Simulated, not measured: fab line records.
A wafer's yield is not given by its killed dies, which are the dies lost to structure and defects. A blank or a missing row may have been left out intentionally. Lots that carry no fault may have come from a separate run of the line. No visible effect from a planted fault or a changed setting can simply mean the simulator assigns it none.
Matching of chambers	flow n5Finfet	N5_FIN_SAQP_PECVD_06 on pecvd-03: 3 sister chambers
The step deposits a-Si from SiH4/He, target thk 60 nm, time 48.1 s. 3 wafers are shown with their chamber, then 7 later ones without.

WAFERS WITH THEIR CHAMBER
wafer	chamber	throttleValvePct (%)
L085.2	1	17.6
L085.4	2	17.1
L090.5	0	18.5

WAFERS WITH NO CHAMBER GIVEN
wafer	throttleValvePct (%)
L090.6	17.5
L091.1	18.8
L091.2	17.7
L091.4	17.2
L096.1	18.6
L096.3	17.2
L096.4	17.5

CHAMBER TAKEN BY EACH
wafer	from the rows above	in truth
L090.6	1	1
L091.1	0	0
L091.2	1	1
L091.4	2	2
L096.1	0	0
L096.3	2	2
L096.4	1	1
7 of 7 placed correctly. Not placeable from these rows: 0. Number placed wrongly: 0.
How it was worked out, from the rows above alone: a wafer's distance from a chamber is the root of the sum, over the readings, of the square of ((its reading less the chamber's mean) divided by the reading's scatter). The wafer belongs to the nearest chamber; if the next one is less than 2 further off, it can't be placed. A chamber's mean is the mean of its shown wafers. The scatter (one wafer shown for each chamber): square how far every hidden wafer sits from the nearest shown wafer, average those squares and take the square root.
